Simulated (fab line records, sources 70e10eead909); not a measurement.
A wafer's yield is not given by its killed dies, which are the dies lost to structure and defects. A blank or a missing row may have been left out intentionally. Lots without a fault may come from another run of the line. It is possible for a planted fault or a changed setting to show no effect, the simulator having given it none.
Which tool is to blame? + flow nandHarc + Sampling: 12 lots, 36 wafers, 6 of 1159 route steps

## WHAT EACH GAUGE READ, for each wafer
NHARC_END_SORT_01. Usual: defectLimitedYield 95.4 %, standard deviation 1.5; killedAtArray 26, standard deviation 9.6; killedAtOther 0.7, standard deviation 0.92; killedAtPeriphery 3.8, standard deviation 2.7; killedDies 31, standard deviation 10; killedOpen 3.3, standard deviation 1.7; killedShort 1.8, standard deviation 1.3; sort_bin_2_pct 1.4 %, standard deviation 0.62; sort_bin_3_pct 0.23 %, standard deviation 0.21; sort_bin_4_pct 2.9 %, standard deviation 0.95; sortNPass 646, standard deviation 10; sortRimYieldPct 94 %, standard deviation 3.2; sortYieldPct 95.4 %, standard deviation 1.5.
| lot  | measured     | on        | defectLimitedYield (%) | killedAtArray | killedAtOther | killedAtPeriphery | killedDies | killedOpen | killedShort | sort_bin_2_pct (%) | sort_bin_3_pct (%) | sort_bin_4_pct (%) | sortNPass   | sortRimYieldPct (%) | sortYieldPct (%) | flag |
|------|--------------|-----------|------------------------|---------------|---------------|-------------------|------------|------------|-------------|--------------------|--------------------|--------------------|-------------|---------------------|------------------|------|
| L999 | day 21 07:43 | prober-02 | 95.6 95.0 94.8         | 27 29 33      | 0 0 0         | 3 5 2             | 30 34 35   | 0 4 2      | 1 1 1       | 1.5 1.9 1.9        | 0.30 0.44 0.30     | 2.7 2.7 3.0        | 647 643 642 | 96 97 92            | 95.6 95.0 94.8   |      |

## TOOL THAT RAN EACH LOT (tool first, then ch and the chambers of the sampled wafers, then the start)
| lot  | NHARC_P_M2_PVD_20                      | NHARC_P_M2_ECD_22             | NHARC_P_M2_CMP_23             | NHARC_P_M2_PRE_CLEAN_32         | NHARC_P_M2_DEP_33               |
|------|----------------------------------------|-------------------------------|-------------------------------|---------------------------------|---------------------------------|
| L989 | pvdSputter-02, day 6 11:37 or earlier  | ecdCu-02 ch 0,1, day 6 11:37  | cmp-01 ch 0,1,2, day 6 12:24  | pecvd-03 ch 0,2, day 6 12:54    | pecvd-03 ch 0,2, day 6 13:01    |
| L992 | pvdSputter-02, day 7 00:05 or earlier  | ecdCu-02 ch 0,1, day 7 00:05  | cmp-02 ch 1,2,3, day 7 00:51  | pecvd-03 ch 0,2, day 7 01:21    | pecvd-03 ch 0,2, day 7 01:26    |
| L993 | pvdSputter-02, day 7 02:37 or earlier  | ecdCu-01 ch 0,1, day 7 02:37  | cmp-04 ch 1,2,3, day 7 03:22  | pecvd-03 ch 0,1,2, day 7 03:54  | pecvd-03 ch 0,1,2, day 7 03:59  |
| L997 | pvdSputter-03, day 8 08:07 or earlier  | ecdCu-02 ch 0,1, day 8 08:07  | cmp-02 ch 0,3, day 8 08:47    | pecvd-03 ch 0,1,2, day 8 09:19  | pecvd-03 ch 0,1,2, day 8 09:24  |
| L999 | pvdSputter-02, day 8 11:49 or earlier  | ecdCu-02 ch 0,1, day 8 11:49  | cmp-02 ch 1,2,3, day 8 12:32  | pecvd-02 ch 0,1,2, day 8 12:59  | pecvd-02 ch 0,1,2, day 8 13:04  |
| L100 | pvdSputter-03, day 9 12:31 or earlier  | ecdCu-01 ch 1, day 9 12:31    | cmp-01 ch 0,2,3, day 9 13:16  | pecvd-02 ch 1,2, day 9 14:14    | pecvd-02 ch 1,2, day 9 14:23    |
| L101 | pvdSputter-03, day 9 13:06 or earlier  | ecdCu-01 ch 0,1, day 9 13:06  | cmp-02 ch 1,2,3, day 9 13:51  | pecvd-01 ch 0,1, day 9 14:23    | pecvd-01 ch 0,1, day 9 14:30    |
| L104 | pvdSputter-03, day 9 22:37 or earlier  | ecdCu-01 ch 0,1, day 9 22:37  | cmp-01 ch 0,2,3, day 9 23:14  | pecvd-03 ch 0,1, day 9 23:46    | pecvd-03 ch 0,1, day 9 23:51    |
| L103 | pvdSputter-01, day 9 23:38 or earlier  | ecdCu-01 ch 0,1, day 9 23:38  | cmp-02 ch 0,1,3, day 10 00:18 | pecvd-02 ch 0,1,2, day 10 00:52 | pecvd-02 ch 0,1,2, day 10 00:58 |
| L106 | pvdSputter-03, day 10 11:06 or earlier | ecdCu-01 ch 0,1, day 10 11:06 | cmp-01 ch 0,1,2, day 10 11:51 | pecvd-01 ch 0,1,2, day 10 12:22 | pecvd-01 ch 0,1,2, day 10 12:26 |
| L110 | pvdSputter-01, day 11 15:06 or earlier | ecdCu-01 ch 0,1, day 11 15:06 | cmp-02 ch 0,1,2, day 11 15:49 | pecvd-01 ch 0,1,2, day 11 16:21 | pecvd-01 ch 0,1,2, day 11 16:26 |
| L112 | pvdSputter-03, day 12 00:59 or earlier | ecdCu-01 ch 0,1, day 12 00:59 | cmp-01 ch 2,3, day 12 01:47   | pecvd-01 ch 1,2, day 12 02:21   | pecvd-01 ch 1,2, day 12 02:25   |
- NHARC_P_M2_PVD_20: deposits TaN, target thk 5 nm, time 8.06 s.
- NHARC_P_M2_ECD_22: material Cu, target thk 400 nm.
- NHARC_P_M2_CMP_23: polishes, t overpolish 20 s, target thk 144.3 nm.
- NHARC_P_M2_PRE_CLEAN_32: time 12 s.
- NHARC_P_M2_DEP_33: deposits SiCN, target thk 30 nm.

## AS READ BY THE TOOLS THEMSELVES (means over the sampled wafers that have a number; for cases with no such wafer, the mark the record gives instead)
NHARC_P_M2_PVD_20. Usual: 30.6 % for throttleValvePct, sd 0.77.
| lot  | tool          | throttleValvePct (%) | flag |
|------|---------------|----------------------|------|
| L989 | pvdSputter-02 | 30.1                 |      |
| L992 | pvdSputter-02 | 30.0                 |      |
| L993 | pvdSputter-02 | 30.9                 |      |
| L997 | pvdSputter-03 | 30.9                 |      |
| L999 | pvdSputter-02 | 31.3                 |      |
| L100 | pvdSputter-03 | 30.8                 |      |
| L101 | pvdSputter-03 | 30.4                 |      |
| L104 | pvdSputter-03 | 30.6                 |      |
| L103 | pvdSputter-01 | 30.6                 |      |
| L106 | pvdSputter-03 | 30.9                 |      |
| L110 | pvdSputter-01 | 30.6                 |      |
| L112 | pvdSputter-03 | 30.5                 |      |

NHARC_P_M2_CMP_23. Usual: edgeZonePressureFrac 1.001, standard deviation 0.0051; motorCurrentA 12.1 A, standard deviation 1.1; timeToEndpointS 29.4 s, standard deviation 2.2.
| lot  | tool   | edgeZonePressureFrac | motorCurrentA (A) | timeToEndpointS (s) | flag |
|------|--------|----------------------|-------------------|---------------------|------|
| L989 | cmp-01 | 0.996                | 12.0              | 25.4                |      |
| L992 | cmp-02 | 1.001                | 12.6              | 27.7                |      |
| L993 | cmp-04 | 1.001                | 12.0              | 30.9                |      |
| L997 | cmp-02 | 1.002                | 13.8              | 18.6                | OFF  |
| L999 | cmp-02 | 1.002                | 12.3              | 17.5                | OFF  |
| L100 | cmp-01 | 1.004                | 11.7              | 29.4                |      |
| L101 | cmp-02 | 0.999                | 12.1              | 30.1                |      |
| L104 | cmp-01 | 1.000                | 11.7              | 32.2                |      |
| L103 | cmp-02 | 1.001                | 12.9              | 29.7                |      |
| L106 | cmp-01 | 1.005                | 12.1              | 27.3                |      |
| L110 | cmp-02 | 1.003                | 11.8              | 27.2                |      |
| L112 | cmp-01 | 1.003                | 11.2              | 29.0                |      |

NHARC_P_M2_PRE_CLEAN_32. Usual: heaterPowerW 667 W, standard deviation 73; rfFwdPowerW 292.4 W, standard deviation 0.88.
| lot  | tool     | heaterPowerW (W) | rfFwdPowerW (W) | flag |
|------|----------|------------------|-----------------|------|
| L989 | pecvd-03 | 704              | 292.1           |      |
| L992 | pecvd-03 | 719              | 291.6           |      |
| L993 | pecvd-03 | 667              | 292.9           |      |
| L997 | pecvd-03 | 670              | 292.6           |      |
| L999 | pecvd-02 | 606              | 292.3           |      |
| L100 | pecvd-02 | 598              | 292.2           |      |
| L101 | pecvd-01 | 721              | 291.8           |      |
| L104 | pecvd-03 | 619              | 293.0           |      |
| L103 | pecvd-02 | 628              | 291.2           |      |
| L106 | pecvd-01 | 697              | 292.8           |      |
| L110 | pecvd-01 | 716              | 292.3           |      |
| L112 | pecvd-01 | 686              | 291.8           |      |

NHARC_P_M2_DEP_33. Usual: heaterPowerW 616 W, standard deviation 78; rfFwdPowerW 449.0 W, standard deviation 1.4.
| lot  | tool     | heaterPowerW (W) | rfFwdPowerW (W) | flag |
|------|----------|------------------|-----------------|------|
| L989 | pecvd-03 | 673              | 447.9           |      |
| L992 | pecvd-03 | 635              | 449.3           |      |
| L993 | pecvd-03 | 639              | 449.2           |      |
| L997 | pecvd-03 | 615              | 448.0           |      |
| L999 | pecvd-02 | 597              | 449.7           |      |
| L100 | pecvd-02 | 570              | 449.3           |      |
| L101 | pecvd-01 | 643              | 447.2           |      |
| L104 | pecvd-03 | 590              | 449.1           |      |
| L103 | pecvd-02 | 541              | 447.8           |      |
| L106 | pecvd-01 | 648              | 448.5           |      |
| L110 | pecvd-01 | 668              | 449.0           |      |
| L112 | pecvd-01 | 666              | 448.4           |      |

## THE ANSWER, worked out from the rows above alone
Rule: a lot counts as off when the mean over its wafers that have a number is more than 3 standard deviations away from the usual mean. Also off: a lot with no number at a reading for which 4 or more lots have one. Any other lot the step has rows for is counted as sound. First the gauges in route order, then the tools' own readings, where a lot's mean is used as printed above. At the first step where some lot is off, the reading lying furthest off is the one used; lots without a number count as furthest.
Off, at NHARC_P_M2_CMP_23 on timeToEndpointS: L997, L999.
A tool fits if, at that step or a process step before it, it ran every lot that is off, and no sound lot after the first of them. NHARC_P_M2_PVD_20: start missing for some lots; hours and lot order therefore follow NHARC_P_M2_ECD_22. One fits: NHARC_P_M2_ECD_22 on ecdCu-02. A fault onset in the window from L992 (day 7 00:05, its last sound lot) to L997 (day 8 08:07, its first lot off) fits.

## WHAT THE SIMULATOR HAD INSERTED
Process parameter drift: ecdCu-02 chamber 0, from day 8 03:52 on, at NHARC_P_M2_ECD_22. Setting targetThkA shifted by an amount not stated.
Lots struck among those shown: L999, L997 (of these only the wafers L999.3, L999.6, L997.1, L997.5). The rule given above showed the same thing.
